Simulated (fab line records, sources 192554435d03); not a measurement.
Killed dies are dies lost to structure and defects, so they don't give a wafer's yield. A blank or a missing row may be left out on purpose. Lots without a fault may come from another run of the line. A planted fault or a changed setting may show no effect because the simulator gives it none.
Chamber matching | flow n5_finfet | N5_BEOL_M0_SAQP_HM_OPEN_112 on rie_diel-05: 4 sister chambers
The step chemistry CHF3/O2, target SiO2, stops on a-Si, target depth 12 nm, time 13.5 s. 4 wafers are shown with their chamber, then 8 later ones without.

WAFERS WITH THEIR CHAMBER
wafer  | chamber | showerhead_plenum_p_Torr (Torr)
L088.5 | 1       | 2.32
L089.2 | 0       | 2.47
L089.4 | 3       | 2.31
L090.3 | 2       | 2.37

WAFERS WITHOUT THEIR CHAMBER
wafer  | showerhead_plenum_p_Torr (Torr)
L090.4 | 2.32
L090.6 | 2.37
L096.2 | 2.31
L096.3 | 2.47
L096.4 | 2.36
L097.1 | 2.36
L097.2 | 2.31
L097.6 | 2.32

WHICH CHAMBER EACH WENT THROUGH
wafer  | from the rows above     | in truth
L090.4 | can't be placed: 1 or 3 | 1
L090.6 | 2                       | 2
L096.2 | can't be placed: 3 or 1 | 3
L096.3 | 0                       | 0
L096.4 | 2                       | 2
L097.1 | 2                       | 2
L097.2 | can't be placed: 3 or 1 | 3
L097.6 | can't be placed: 1 or 3 | 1
Placed correctly: 4 of 8. Can't be placed from these rows: 4 (the true chamber is among the candidates in 4). Placed wrongly: 0.
How it was worked out, from the rows above alone: a wafer's distance from a chamber is the root of the sum, over the readings, of the square of ((its reading less the chamber's mean) divided by the reading's scatter). The wafer belongs to the nearest chamber; if the next one is less than 2 further off, it can't be placed. A chamber's mean is the mean of its shown wafers. The scatter: with one shown wafer a chamber, the root of the mean of the squares of how far each hidden wafer lies from its nearest shown one.
